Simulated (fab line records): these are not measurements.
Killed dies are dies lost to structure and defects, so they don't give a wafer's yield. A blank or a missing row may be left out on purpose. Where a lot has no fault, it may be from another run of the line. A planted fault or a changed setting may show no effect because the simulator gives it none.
Matching of chambers | flow nand harc | NHARC_P_CONTACT_DESCUM_17 on rie diel-05 has 4 sister chambers
The step chemistry O2, time 3 s. 14 wafers are shown with their chamber, then 7 later ones without.

WAFERS WITH THEIR CHAMBER
wafer  | chamber | drypump motor current A (A) | oes product au (a.u.) | rf vpp V (V)
L074.3 | 0       | 5.6                         | 1.039                 | 57.5
L074.5 | 3       | 6.1                         | 1.016                 | 58.9
L074.6 | 2       | 6.0                         | 1.015                 | 57.2
L075.1 | 2       | 6.0                         | 1.006                 | 57.9
L075.2 | 3       | 6.1                         | 0.996                 | 59.1
L075.5 | 0       | 5.5                         | 1.025                 | 57.4
L078.2 | 0       | 5.6                         | 1.033                 | 57.9
L078.4 | 1       | 6.0                         | 0.986                 | 57.3
L078.5 | 2       | 6.0                         | 0.997                 | 57.8
L080.4 | 0       | 5.6                         | 1.043                 | 57.0
L080.5 | 1       | 6.0                         | 0.985                 | 57.8
L080.6 | 0       | 5.6                         | 1.034                 | 56.4
L082.4 | 3       | 6.1                         | 0.999                 | 58.7
L082.5 | 3       | 6.1                         | 1.003                 | 59.4

SIGNATURES, as means of the wafers listed above
reading                 | chamber 0 | chamber 1 | chamber 2 | chamber 3 | scatter within a chamber
drypump motor current A | 5.580     | 6.000     | 6.000     | 6.100     | 0.0283
oes product au          | 1.03480   | 0.98550   | 1.00600   | 1.00350   | 0.00762
rf vpp V                | 57.240    | 57.550    | 57.633    | 59.025    | 0.444
Rule: for a wafer and a chamber, the distance is found by dividing, reading by reading, the gap between the wafer's reading and the chamber's mean by the reading's scatter, squaring, summing and taking the root. The wafer belongs to the nearest chamber; if the next one is less than 2 further off, it can't be placed. How the scatter is found: for the shown wafers, subtract from each reading the mean of its chamber, square and add these, divide the total by (wafers less chambers), then take the root.

WAFERS WITH NO CHAMBER GIVEN
wafer  | drypump motor current A (A) | oes product au (a.u.) | rf vpp V (V)
L082.6 | 5.5                         | 1.037                 | 57.6
L083.3 | 6.0                         | 0.996                 | 57.7
L083.5 | 6.0                         | 0.991                 | 57.5
L083.6 | 6.0                         | 0.998                 | 57.5
L087.1 | 6.0                         | 1.003                 | 57.8
L087.3 | 5.6                         | 1.033                 | 56.1
L087.4 | 6.1                         | 0.980                 | 58.2

EACH ONE'S CHAMBER
wafer  | from the rows above          | in truth
L082.6 | 0                            | 0
L083.3 | can't be placed: 2 or 1      | 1
L083.5 | can't be placed: 1 or 2      | 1
L083.6 | can't be placed: 2 or 1      | 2
L087.1 | can't be placed: 2 or 1      | 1
L087.3 | 0                            | 0
L087.4 | can't be placed: 3 or 1 or 2 | 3
Placed correctly: 2 of 7. Cannot be placed on the basis of these rows: 5; the candidates contain the true chamber in 5. Number placed wrongly: 0.
